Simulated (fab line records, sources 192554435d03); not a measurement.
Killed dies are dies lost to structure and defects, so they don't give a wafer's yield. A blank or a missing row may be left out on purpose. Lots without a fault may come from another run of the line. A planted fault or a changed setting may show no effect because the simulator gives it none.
Which tool did it? | flow n5_finfet | 12 lots, 36 wafers sampled, at 1 step of a route of 1938

WHAT THE GAUGES READ, wafer by wafer
N5_HKMG_FIN_OVL_MEAS_13.
lot  | measured    | on         | NWFM_OVL (nm)
L075 | day 4 07:21 | overlay-02 | -0.5 -0.4 0.0
L077 | day 4 18:59 | overlay-02 | -1.4 0.0 -0.3
L079 | day 5 08:52 | overlay-02 | 0.1 0.2 -0.3
L081 | day 6 03:56 | overlay-01 | -0.1 0.1 0.8
L083 | day 6 10:37 | overlay-02 | -0.3 -0.6 0.2
L085 | day 6 19:22 | overlay-02 | 0.4 -0.5 -0.4
L087 | day 7 08:11 | overlay-01 | 0.3 -0.6 0.1
L089 | day 7 23:11 | overlay-01 | -1.6 -1.8 -1.4
L091 | day 8 10:20 | overlay-02 | -0.9 -0.5 -0.7
L092 | day 9 04:53 | overlay-02 | 0.0 0.3 0.6
L095 | day 9 12:28 | overlay-01 | 0.1 0.7 0.9
L097 | day 9 23:07 | overlay-01 | -1.5 0.6 -0.6

WHICH TOOL RAN EACH LOT (tool, then ch and the chambers of the sampled wafers, then the start)
The record holds no process step before these readings.

THE ANSWER, worked out from the rows above alone
Rule: what is usual is taken from the lots themselves. Put in order of their means at a reading, lots are off if they are a third of the lots or fewer, leave a main group of 4 or more, and stand apart from it by a gap of 3 or more times the standard deviation of the main group's means; of several such gaps the widest counts. A main group whose means are all the same, to the digits that the tables above print for the reading, isn't used. A lot without any number at a reading at which 4 lots or more have one is off too. The other lots that the step has rows for count as sound.
No lot is off at any reading shown: from this, nothing can be told.

WHAT THE SIMULATOR HAD PUT IN
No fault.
